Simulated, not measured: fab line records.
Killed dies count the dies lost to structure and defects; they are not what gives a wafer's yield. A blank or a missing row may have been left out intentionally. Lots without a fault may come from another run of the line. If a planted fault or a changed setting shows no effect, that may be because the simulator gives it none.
Split-lot experiment -- flow n5_finfet -- 7 lots, 39 wafers read, on a route of 1938 steps

## SPLIT DETAILS
At N5_GATE_CUT_ALD_22 (deposits SiNx, target thk 16 nm, pulse time 1 s, ald cycles 320), the setting ald_cycles was moved away from the recipe's 320 on 15 of the 39 wafers read, by -52.5% to +60.0%. For the rest of the wafers, this setting stayed at what the recipe calls for.

The split's own step is where the reading is taken.

## THE READING
SiNx_of_GATE_CUT_ALD_22.thk_nm (the simulator's own value, which no gauge read), in nm, at N5_GATE_CUT_ALD_22 (deposits SiNx, target thk 16 nm, pulse time 1 s, ald cycles 320). The file gives no usual value for it. The 24 wafers here that ran the recipe average 16.0 nm, standard deviation 0.08 nm.

wafer,"tool, chamber at the split",ald_cycles as run,against the recipe,"SiNx_of_GATE_CUT_ALD_22.thk_nm, nm",against lot-mates on the recipe
L075.1,"ald_sin-02, 1,3,2",320,recipe,16,-
L075.3,"ald_sin-02, 1,3,2",320,recipe,16,-
L075.4,"ald_sin-02, 1,3,2",320,recipe,16,-
L077.1,"ald_sin-03, 0,1,3",320,recipe,16,-
L077.3,"ald_sin-03, 0,1,3",320,recipe,16,-
L077.4,"ald_sin-03, 0,1,3",320,recipe,16,-
L077.2,"ald_sin-03, 2",152,-52.5%,7.4,-8.6
L077.5,"ald_sin-03, 2,3",152,-52.5%,7.6,-8.4
L077.6,"ald_sin-03, 2,3",152,-52.5%,7.6,-8.4
L078.1,"ald_sin-03, 2,0,1",497,+55.3%,24.8,+8.8
L078.5,"ald_sin-03, 2,0,1",497,+55.3%,24.8,+8.8
L078.6,"ald_sin-03, 2,0,1",497,+55.3%,24.8,+8.8
L078.2,"ald_sin-03, 0,1,3",320,recipe,16,-
L078.3,"ald_sin-03, 0,1,3",320,recipe,16,-
L078.4,"ald_sin-03, 0,1,3",320,recipe,16,-
L079.1,"ald_sin-03, 2",320,recipe,16,-
L079.2,"ald_sin-03, 0,3",320,recipe,16.2,-
L079.5,"ald_sin-03, 0,3",320,recipe,16.2,-
L079.3,"ald_sin-03, 1,3",451,+40.9%,22.6,+6.5
L079.4,"ald_sin-03, 1,3",451,+40.9%,22.6,+6.5
L079.6,"ald_sin-03, 2",451,+40.9%,22.4,+6.3
L081.1,"ald_sin-03, 3,2",320,recipe,16,-
L081.2,"ald_sin-03, 3,2",320,recipe,16,-
L081.3,"ald_sin-03, 0,1,0",512,+60.0%,25.6,+9.7
L081.4,"ald_sin-03, 0,1,0",512,+60.0%,25.6,+9.7
L081.5,"ald_sin-03, 0,1,0",512,+60.0%,25.6,+9.7
L081.6,"ald_sin-03, 3",320,recipe,15.8,-
L082.1,"ald_sin-03, 0",320,recipe,16.2,-
L082.2,"ald_sin-03, 2,1,3,0,3",320,recipe,16,-
L082.3,"ald_sin-03, 2,1,3,0,3",320,recipe,16,-
L082.4,"ald_sin-03, 2,1,3,0,3",320,recipe,16,-
L082.5,"ald_sin-03, 2,1,3,0,3",320,recipe,16,-
L082.6,"ald_sin-03, 2,1,3,0,3",320,recipe,16,-
L084.1,"ald_sin-02, 0",153,-52.2%,7.6,-8.4
L084.2,"ald_sin-02, 3,0,3",320,recipe,16,-
L084.5,"ald_sin-02, 3,0,3",320,recipe,16,-
L084.6,"ald_sin-02, 3,0,3",320,recipe,16,-
L084.3,"ald_sin-02, 1,2",153,-52.2%,7.8,-8.2
L084.4,"ald_sin-02, 1,2",153,-52.2%,7.8,-8.2
Where a row lists several chambers, the file gives one row for several wafers and doesn't say which wafer went through which chamber.

THE FIT
A straight line over all 39 wafers: SiNx_of_GATE_CUT_ALD_22.thk_nm changes by +0.16 nm for each +1% of ald_cycles; r = +1.00; the points scatter about the line by 0.086 nm.
The same after taking each lot's own level away (the mean of its wafers on the recipe; 39 wafers): +0.16 nm for each +1%; r = +1.00; scatter 0.087 nm.
On that fit, the largest move of ald_cycles shifts the reading by 9.6 nm.
From 15.93 to 16.13 nm: that is the span of the lots' own levels, equal to 2.5 times the standard deviation above.
The two slopes agree, so the slope changes little with the lot-to-lot level.
Check: with one of the wafers moved furthest among these (+60.0%) left out of the fit, the line predicts +9.56 nm for it against its lot-mates. It came out at +9.67 nm against them.

## THESE WAFERS: OTHER SPLITS
Before the reading, these wafers also passed through other splits. Each is held against what the fit with the lots' levels taken away leaves over:
other split on the same wafers,wafers away from the commonest value,r with SiNx_of_GATE_CUT_ALD_22.thk_nm (lot level and that fit taken away)
N5_ZERO_LAYER_ETCH_18 target_depth_a,15,+0.24
N5_FIN_SAQP_SPACER1_ALD_24 ald_cycles,12,-0.11
N5_SD_EPI_P_EPI_21 epi_growth_time_s,15,-0.15

## THE WHOLE CHAIN: every reading that the file lists as answering this split, in the file's order
step,what it does,reading,change (the file's fit),r (the file's)
N5_GATE_CUT_ALD_22,"deposits SiNx, target thk 16 nm, pulse time 1 s, ald cycles 320","SiNx_of_GATE_CUT_ALD_22.thk_nm (the simulator's own value, which no gauge read)",+0.16 nm for each +1% of the setting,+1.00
N5_GATE_CUT_CMP_23,"polishes, stops on SiO2, t overpolish 23.4 s, target thk 16 nm",time_to_endpoint_s,withheld for each +1% of the setting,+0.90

## THE FILE'S OWN FIT
SiNx_of_GATE_CUT_ALD_22.thk_nm changes by +0.16 nm for each +1% of ald_cycles, r = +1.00.
